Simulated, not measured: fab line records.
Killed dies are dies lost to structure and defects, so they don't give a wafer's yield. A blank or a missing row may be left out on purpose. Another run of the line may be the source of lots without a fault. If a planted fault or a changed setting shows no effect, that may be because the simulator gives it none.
Matching of chambers -- flow n5 finfet -- N5_FIN_SAQP_SPACER2_ETCHBACK_29 on rie diel-04 has 4 sister chambers
The step etches SiO2 in CHF3/O2, target depth 12.2 nm, time 6.1 s. 27 wafers are shown with their chamber, then 12 later ones without.

## WAFERS, EACH WITH ITS CHAMBER
wafer,chamber,showerhead plenum p Torr (Torr),throttle valve pct (%),oes product au (a.u.)
L075.2,2,2.55,18.76,0.92
L075.3,1,2.49,19.00,0.72
L075.6,2,2.55,18.75,0.92
L078.2,2,2.55,18.76,0.90
L078.3,3,2.30,18.66,0.72
L078.5,2,2.55,18.76,0.90
L079.1,3,2.30,18.66,0.73
L079.5,3,2.30,18.64,0.72
L079.6,1,2.49,19.00,0.71
L080.1,2,2.55,18.77,0.90
L080.3,3,2.30,18.67,0.72
L080.5,3,2.30,18.66,0.72
L081.1,1,2.48,19.03,0.70
L081.2,0,2.53,18.79,0.98
L081.4,2,2.55,18.78,0.89
L083.1,1,2.48,19.01,0.70
L083.2,2,2.54,18.77,0.88
L083.3,0,2.53,18.79,0.95
L083.4,3,2.30,18.68,0.71
L083.5,3,2.30,18.66,0.72
L083.6,2,2.54,18.77,0.87
L084.1,1,2.48,19.02,0.70
L084.2,0,2.53,18.78,0.95
L084.3,3,2.30,18.68,0.70
L084.4,2,2.54,18.77,0.87
L084.5,2,2.54,18.78,0.88
L084.6,3,2.30,18.68,0.71

SIGNATURES (means of the wafers above)
reading,chamber 0,chamber 1,chamber 2,chamber 3,scatter within a chamber
showerhead plenum p Torr,2.5300,2.4840,2.5460,2.3000,0.00396
throttle valve pct,18.7867,19.0120,18.7670,18.6656,0.0114
oes product au,0.9600,0.7060,0.8930,0.7167,0.014
Rule: a wafer lies at a distance from a chamber equal to the root of the sum of squares, over the readings, of (its reading less the chamber's mean, divided by the reading's scatter). The wafer belongs to the nearest chamber; if the next one is less than 2 further off, it can't be placed. The scatter: take each reading less its chamber's mean, square it, sum over the shown wafers, divide by the number of wafers less the number of chambers, and take the root.

## WAFERS WITHOUT THEIR CHAMBER
wafer,showerhead plenum p Torr (Torr),throttle valve pct (%),oes product au (a.u.)
L086.1,2.54,18.80,0.86
L086.3,2.53,18.83,0.93
L086.6,2.48,19.05,0.69
L088.1,2.54,18.80,0.87
L088.2,2.29,18.68,0.71
L088.3,2.48,19.04,0.70
L088.4,2.53,18.83,0.92
L088.5,2.54,18.81,0.87
L088.6,2.48,19.03,0.70
L090.3,2.54,18.79,0.88
L090.4,2.53,18.83,0.91
L090.6,2.29,18.68,0.71

## WHICH CHAMBER EACH WENT THROUGH
wafer,from the rows above,in truth
L086.1,2,2
L086.3,0,0
L086.6,1,1
L088.1,2,2
L088.2,3,3
L088.3,1,1
L088.4,0,0
L088.5,2,2
L088.6,1,1
L090.3,2,2
L090.4,can't be placed: 0 or 2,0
L090.6,3,3
Correct placement for 11 of the 12. Can't be placed from these rows: 1 (the true chamber is among the candidates in 1). Placed wrongly: 0.
